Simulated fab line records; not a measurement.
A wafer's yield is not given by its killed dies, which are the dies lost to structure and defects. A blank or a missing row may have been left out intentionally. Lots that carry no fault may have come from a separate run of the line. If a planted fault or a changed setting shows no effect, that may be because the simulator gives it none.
Matching of chambers -- flow n5-finfet -- pecvd-01 running N5_BEOL_M2_PECVD_72: 3 sister chambers
The step deposits SiO2 from TEOS/O2, target thk 16 nm, time 18 s. 14 wafers are shown with their chamber, then 7 later ones without.

## WAFERS PAIRED WITH THEIR CHAMBERS
wafer,chamber,throttle-valve-pct (%),showerhead-plenum-p-Torr (Torr),heater-power-w (W)
L075.1,2,21.9,8.82,687
L075.3,0,24.0,8.74,715
L075.5,2,22.0,8.81,706
L076.1,2,22.0,8.82,820
L076.4,1,26.4,8.82,707
L076.6,2,22.0,8.85,780
L079.1,1,26.1,8.81,784
L079.2,0,23.9,8.72,622
L079.5,1,26.0,8.82,813
L080.2,1,26.2,8.83,808
L080.3,0,23.9,8.72,636
L080.4,1,26.2,8.81,804
L083.1,0,24.2,8.75,730
L083.2,2,22.0,8.85,728

SIGNATURES, as means of the wafers listed above
reading,chamber 0,chamber 1,chamber 2,scatter within a chamber
throttle-valve-pct,24.000,26.180,21.980,0.119
showerhead-plenum-p-Torr,8.7325,8.8180,8.8300,0.0146
heater-power-w,675.75,783.20,744.20,51.1
Rule: a wafer's distance from a chamber is the root of the sum, over the readings, of the square of ((its reading less the chamber's mean) divided by the reading's scatter). The wafer belongs to the nearest chamber; if the next one is less than 2 further off, it can't be placed. How the scatter is found: for the shown wafers, subtract from each reading the mean of its chamber, square and add these, divide the total by (wafers less chambers), then take the root.

## WAFERS WITHOUT THEIR CHAMBER
wafer,throttle-valve-pct (%),showerhead-plenum-p-Torr (Torr),heater-power-w (W)
L083.3,26.2,8.82,819
L088.1,21.9,8.81,649
L088.2,26.5,8.81,821
L088.4,22.1,8.81,656
L093.4,22.2,8.83,777
L093.5,26.3,8.81,849
L093.6,23.7,8.72,712

## THE CHAMBER EACH PASSED THROUGH
wafer,from the rows above,in truth
L083.3,1,1
L088.1,2,2
L088.2,1,1
L088.4,2,2
L093.4,2,2
L093.5,1,1
L093.6,0,0
7 of 7 placed correctly. Not placeable from these rows: 0. Wrongly placed: 0.
